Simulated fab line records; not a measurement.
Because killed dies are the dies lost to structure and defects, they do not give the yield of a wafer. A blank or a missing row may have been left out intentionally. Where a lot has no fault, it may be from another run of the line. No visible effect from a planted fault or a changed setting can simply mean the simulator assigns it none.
Chamber matching    flow nand-harc    NHARC_A_M1_ETCH_35 on rie-diel-06 has 4 sister chambers
The step etches the open film in N2/H2, target depth 40 nm, overetch 12 nm, time 43.94 s. 14 wafers are shown with their chamber, then 7 later ones without.

== EACH WAFER AND ITS CHAMBER ==
wafer   chamber  showerhead-plenum-p-Torr (Torr)  drypump-motor-current-A (A)  oes-product-au (a.u.)
L075.1  2        2.10                             5.6                          1.001
L075.2  3        2.12                             5.8                          0.975
L075.5  3        2.12                             5.8                          0.984
L074.1  1        2.05                             5.7                          1.019
L074.3  0        2.15                             5.2                          0.988
L074.6  1        2.05                             5.7                          1.015
L082.2  1        2.05                             5.7                          1.012
L082.3  3        2.12                             5.8                          1.005
L082.5  2        2.10                             5.6                          1.019
L083.1  2        2.10                             5.5                          1.005
L083.2  0        2.15                             5.2                          0.993
L083.4  3        2.11                             5.8                          0.989
L086.3  3        2.11                             5.8                          0.993
L086.5  1        2.05                             5.7                          1.009

SIGNATURES, as means of the wafers listed above
reading                   chamber 0  chamber 1  chamber 2  chamber 3  scatter within a chamber
showerhead-plenum-p-Torr  2.1500     2.0500     2.1000     2.1160     0.00346
drypump-motor-current-A   5.200      5.700      5.567      5.800      0.0258
oes-product-au            0.99050    1.01375    1.00833    0.98920    0.00859
Rule: distance of a wafer from a chamber = root of the sum over the readings of ((wafer's reading minus chamber's mean) / reading's scatter) squared. If the next closest chamber is less than 2 further off than the closest, the wafer can't be placed; otherwise it belongs to the closest. The scatter: take each reading less its chamber's mean, square it, sum over the shown wafers, divide by the number of wafers less the number of chambers, and take the root.

== WAFERS WHOSE CHAMBER IS MISSING ==
wafer   showerhead-plenum-p-Torr (Torr)  drypump-motor-current-A (A)  oes-product-au (a.u.)
L086.6  2.15                             5.2                          0.990
L088.4  2.11                             5.8                          0.972
L088.5  2.10                             5.6                          0.995
L088.6  2.05                             5.7                          1.013
L092.1  2.05                             5.6                          1.014
L092.3  2.14                             5.2                          1.026
L092.4  2.10                             5.6                          1.003

== CHAMBER TAKEN BY EACH ==
wafer   from the rows above  in truth
L086.6  0                    0
L088.4  3                    3
L088.5  2                    2
L088.6  1                    1
L092.1  1                    1
L092.3  0                    0
L092.4  2                    2
7 of 7 placed correctly. Can't be placed from these rows: 0. Wrongly placed: 0.
